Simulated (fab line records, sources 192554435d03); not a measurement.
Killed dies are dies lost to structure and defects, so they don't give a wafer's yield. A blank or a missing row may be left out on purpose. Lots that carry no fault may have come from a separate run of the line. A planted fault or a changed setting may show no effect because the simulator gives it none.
Matching of chambers -- flow n5 finfet -- 4 sister chambers for N5_MOL_CONTACT_COAG_ETCH_59 on rie diel-02
The step etches underlayer in N2/H2, target depth 13 nm, time 10.4 s. 18 wafers are shown with their chamber, then 9 later ones without.

== WAFERS, EACH WITH ITS CHAMBER ==
wafer,chamber,drypump motor current A (A),showerhead plenum p Torr (Torr),throttle valve pct (%)
L075.1,3,6.1,2.44,18.32
L075.4,0,5.9,2.42,18.03
L075.5,0,5.9,2.42,18.00
L076.1,3,6.1,2.44,18.32
L076.2,1,5.0,2.44,17.81
L076.4,2,6.2,2.65,18.22
L078.3,0,5.9,2.42,18.04
L078.5,1,5.0,2.44,17.83
L078.6,0,5.9,2.42,18.04
L080.3,0,5.9,2.41,18.05
L080.5,3,6.1,2.43,18.34
L080.6,0,5.9,2.41,18.04
L082.1,1,5.0,2.43,17.83
L082.4,2,6.1,2.64,18.24
L082.5,1,5.0,2.43,17.86
L087.1,2,6.1,2.64,18.27
L087.3,3,6.1,2.43,18.34
L087.5,3,6.1,2.43,18.36

SIGNATURES (averages over the wafers above)
reading,chamber 0,chamber 1,chamber 2,chamber 3,scatter within a chamber
drypump motor current A,5.900,5.000,6.133,6.100,0.0218
showerhead plenum p Torr,2.4167,2.4350,2.6433,2.4340,0.00548
throttle valve pct,18.0333,17.8325,18.2433,18.3360,0.0193
Rule: distance of a wafer from a chamber = root of the sum over the readings of ((wafer's reading minus chamber's mean) / reading's scatter) squared. If the next closest chamber is less than 2 further off than the closest, the wafer can't be placed; otherwise it belongs to the closest. How the scatter is found: for the shown wafers, subtract from each reading the mean of its chamber, square and add these, divide the total by (wafers less chambers), then take the root.

== WAFERS WITH NO CHAMBER GIVEN ==
wafer,drypump motor current A (A),showerhead plenum p Torr (Torr),throttle valve pct (%)
L093.1,6.2,2.63,18.28
L093.3,5.9,2.40,18.09
L093.6,5.9,2.40,18.09
L094.2,5.9,2.40,18.09
L094.3,5.0,2.42,17.88
L094.5,6.1,2.42,18.41
L095.3,5.9,2.40,18.10
L095.4,5.0,2.42,17.88
L095.5,5.9,2.40,18.11

== EACH ONE'S CHAMBER ==
wafer,from the rows above,in truth
L093.1,2,2
L093.3,0,0
L093.6,0,0
L094.2,0,0
L094.3,1,1
L094.5,3,3
L095.3,0,0
L095.4,1,1
L095.5,0,0
Placed correctly: 9 of 9. From these rows, 0 cannot be placed. Wrongly placed: 0.
